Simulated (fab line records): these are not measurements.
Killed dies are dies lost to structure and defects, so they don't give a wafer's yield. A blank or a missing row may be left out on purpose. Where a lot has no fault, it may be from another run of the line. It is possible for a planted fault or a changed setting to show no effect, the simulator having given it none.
Struck lot and sound lot, side by side + flow n5_finfet + 16 steps out of a route of 1938
Sound: the wafers L556.1, L556.3, L556.6. Struck: wafers L566.2, L566.5, L566.6. Last of all comes the cause.
Order at every step that has rows: each side's tool, ch and its chambers, its first start. Under that, the readings that differ: sound wafers + struck wafers + difference of the means + sigmas: that difference in standard deviations of wafers without a fault.
alike: readings whose means differ by less than 2 such deviations, and words and numbers that are the same on both sides. not compared: withheld readings, readings that some wafer has no value for, bounds like >300 that may hide the same value, and numbers for which the record gives no deviation and whose values overlap.
A row with sigmas, a row that says differs or no value, or rows on one side alone: a step with any of these is where the two part. Numbers that don't overlap but have no deviation are shown without sigmas and don't part them. A reading that every wafer of one side lacks parts them only if that side has two wafers or more.

first, 6 steps without rows for these wafers: N5_BEOL_M12_EBR_06; N5_BEOL_M12_SOFTBAKE_05 (time 60 s); N5_BEOL_M12_EXPOSE_07 (exposes mask V11); N5_BEOL_M12_PEB_08 (peb time 90 s); N5_BEOL_M12_DEVELOP_09 (develop time 45 s); N5_BEOL_M12_HARDBAKE_14 (time 120 s).
N5_BEOL_M12_CD_MEAS_10 targets a cd of 140 nm.
  sound on cd_sem-03 ch 0, day 13 12:18; struck on cd_sem-01 ch 0, day 16 08:16
  alike: cd_nm
N5_BEOL_M12_OVL_MEAS_11:
  sound on overlay-02 ch 0, day 13 12:20; struck on overlay-02 ch 0, day 16 08:18
  alike: V11_OVL
N5_BEOL_M12_INSPECT_12: inspects for defects (macro).
  sound on defect_inspect-01, day 13 12:22; struck on defect_inspect-02, day 16 08:20
  alike: raw_defect_count
N5_BEOL_M12_DESCUM_15: chemistry O2, time 7.9 s.
  sound on rie_diel-01 ch 0,1,3, day 13 12:23; struck on rie_diel-04 ch 1,2, day 16 08:22
  alike: drypump_motor_current_A, oes_product_au, rf_vpp_V, showerhead_plenum_p_Torr, temp_c, throttle_valve_pct
  not compared: rf_hours_counter_h
N5_BEOL_M12_ETCH_59: etches BARC in N2/H2, target depth 89 nm, overetch 26.7 nm, time 67.9 s.
  sound on rie_diel-01 ch 0,1,3, day 13 12:26; struck on rie_diel-04 ch 1,2, day 16 08:23
  alike: drypump_motor_current_A, oes_product_au, rf_vpp_V, showerhead_plenum_p_Torr, throttle_valve_pct
  not compared: rf_hours_counter_h
N5_BEOL_M12_VIA_ETCH_16: etches SiOC in C4F8/O2/Ar, target depth 724.8 nm.
  sound on rie_diel-01 ch 0,1,3, day 13 12:29; struck on rie_diel-04 ch 1,2, day 16 08:27
  alike: drypump_motor_current_A, he_inner_torr, oes_product_au, rf_vpp_V, showerhead_plenum_p_Torr, throttle_valve_pct
N5_BEOL_M12_STRIP_63: strips in N2/H2.
  sound on plasma_asher-01 ch 0,1, day 13 12:41; struck on plasma_asher-02 ch 0,1, day 16 08:39
  no value came back on the struck wafers for any of 6 readings (chamber_pressure_mTorr (mTorr), drypump_motor_current_A (A) and others); on the sound wafers chamber_pressure_mTorr (mTorr) reads 997.7 999.9 999.2
| reading                                    | sound | struck            | difference | sigmas |
|--------------------------------------------|-------|-------------------|------------|--------|
| model.coat_of_BEOL_M12_COAT_04.thk_nm (nm) | 0 0 0 | 127.8 121.4 127.2 | +125.5     |        |
  not compared: rf_hours_counter_h
N5_BEOL_M12_STRIP_64: strips in N2/H2.
  sound on plasma_asher-01 ch 0,1, day 13 12:44; struck on plasma_asher-02 ch 0,1, day 16 08:43
| reading                      | sound             | struck            | difference | sigmas      |
|------------------------------|-------------------|-------------------|------------|-------------|
| oes_product_au (a.u.)        | 0.716 0.713 0.709 | 0.814 0.799 0.821 | +0.099     | +21         |
| strip_time_to_endpoint_s (s) | 31.11 31.08 31.16 | 66.96 65.34 66.78 | +35.24     | +99 or more |
  alike: drypump_motor_current_A, h2_flow_sccm, heater_power_w, temp_c
  not compared: rf_hours_counter_h
then, 1 step without rows for these wafers: N5_BEOL_M12_STRIP_71 (strips in post etch residue remover, time 60 s).
-- record jumps: 4 days separate the struck wafers' starts on either side; left off in module BEOL_M12, taken up again in module PASSIVATION, whose first shown step is the route's number 1936 --
N5_PASSIVATION_PROBE_49:
  rows exist in the record for the struck wafers here (prober-02, day 20 08:26), but not for the sound ones

## WHERE THEY PART
At N5_BEOL_M12_STRIP_63 first; at N5_PASSIVATION_PROBE_49 last (within this record only).

WHY: what had been put in by the simulator
Entire step skipped (plasma_asher-02, N5_BEOL_M12_STRIP_63), from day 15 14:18 onward. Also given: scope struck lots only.
